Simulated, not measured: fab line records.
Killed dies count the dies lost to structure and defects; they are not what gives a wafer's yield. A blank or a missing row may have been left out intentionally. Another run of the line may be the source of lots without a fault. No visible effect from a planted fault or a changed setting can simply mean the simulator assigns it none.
Check for tools in common + flow nand-harc + 6 wafers sampled across 2 lots

WHY THIS WAS OPENED
On 2 of the 2 lots, a flag is raised at NHARC_END_SORT_01 on the reading killed-dies. Fault-free wafers read 65, with a standard deviation of 20.
Rule: a lot is flagged in two cases, either no wafer of it has a number, or all its wafers with numbers fall more than 4 standard deviations from that mean. As for the other lots, they are considered sound.

| lot  | measured     | on        | killed-dies, wafer by wafer | flag    |
|------|--------------|-----------|-----------------------------|---------|
| L885 | day 26 09:59 | prober-01 | 677 677 677                 | FLAGGED |
| L884 | day 26 10:00 | prober-02 | 677 677 677                 | FLAGGED |
The mean of the flagged lots' numbers is 677, +612 from the usual (+31 standard deviations).

EACH LOT AND THE TOOL IT RAN ON
The record holds 4 process steps before the reading, out of a route of 1302 steps. In each cell: the tool, then ch and the chambers that the sampled wafers went through, then the start.
| lot  | flag    | NHARC_A_STAIRCASE_ETCH_451                    | NHARC_A_STAIRCASE_DESCUM_291       | NHARC_A_STAIRCASE_ETCH_294         | NHARC_A_STAIRCASE_HM_DEP_462  |
|------|---------|-----------------------------------------------|------------------------------------|------------------------------------|-------------------------------|
| L885 | FLAGGED | rie-diel-04 ch 0,1,2, day 18 21:16 or earlier | rie-diel-04 ch 1,3, day 18 21:16   | rie-diel-04 ch 0,1,2, day 18 21:52 | acl-dep-03 ch 0, day 18 23:31 |
| L884 | FLAGGED | rie-diel-08 ch 0,3, day 18 19:58 or earlier   | rie-diel-08 ch 0,2,3, day 18 19:58 | rie-diel-08 ch 2,3, day 18 20:39   | acl-dep-02 ch 0, day 18 22:25 |
What is done by these steps:
- NHARC_A_STAIRCASE_ETCH_451: etches the open film in CF4/O2, target depth 30 nm, overetch 3 nm, time 16.5 s.
- NHARC_A_STAIRCASE_DESCUM_291: chemistry O2, time 3 s.
- NHARC_A_STAIRCASE_ETCH_294: etches the open film in C4F8/O2/Ar, target depth 4989 nm, time 1211.6 s.
- NHARC_A_STAIRCASE_HM_DEP_462: deposits aC, target thk 800 nm.
- NHARC_END_SORT_01

FLAGGED AGAINST TOTAL, ONE TOOL AT A TIME (gauges that did the reading follow at the end)
| step                         | tool        | lots run | flagged | share of the flagged lots | sound lots run after its first flagged lot |
|------------------------------|-------------|----------|---------|---------------------------|--------------------------------------------|
| NHARC_A_STAIRCASE_ETCH_451   | rie-diel-04 | 1        | 1       | some                      | 0                                          |
| NHARC_A_STAIRCASE_ETCH_451   | rie-diel-08 | 1        | 1       | some                      | 0                                          |
| NHARC_A_STAIRCASE_DESCUM_291 | rie-diel-04 | 1        | 1       | some                      | 0                                          |
| NHARC_A_STAIRCASE_DESCUM_291 | rie-diel-08 | 1        | 1       | some                      | 0                                          |
| NHARC_A_STAIRCASE_ETCH_294   | rie-diel-04 | 1        | 1       | some                      | 0                                          |
| NHARC_A_STAIRCASE_ETCH_294   | rie-diel-08 | 1        | 1       | some                      | 0                                          |
| NHARC_A_STAIRCASE_HM_DEP_462 | acl-dep-02  | 1        | 1       | some                      | 0                                          |
| NHARC_A_STAIRCASE_HM_DEP_462 | acl-dep-03  | 1        | 1       | some                      | 0                                          |
| NHARC_END_SORT_01            | prober-01   | 1        | 1       | some                      | 0                                          |
| NHARC_END_SORT_01            | prober-02   | 1        | 1       | some                      | 0                                          |
Because NHARC_A_STAIRCASE_ETCH_451 lacks a start for some lots, the hours and order of its lots are taken from NHARC_A_STAIRCASE_DESCUM_291.

WHAT THE TABLE ALLOWS
No row of the table ran every flagged lot.

WHAT THE SIMULATOR HAD INSERTED
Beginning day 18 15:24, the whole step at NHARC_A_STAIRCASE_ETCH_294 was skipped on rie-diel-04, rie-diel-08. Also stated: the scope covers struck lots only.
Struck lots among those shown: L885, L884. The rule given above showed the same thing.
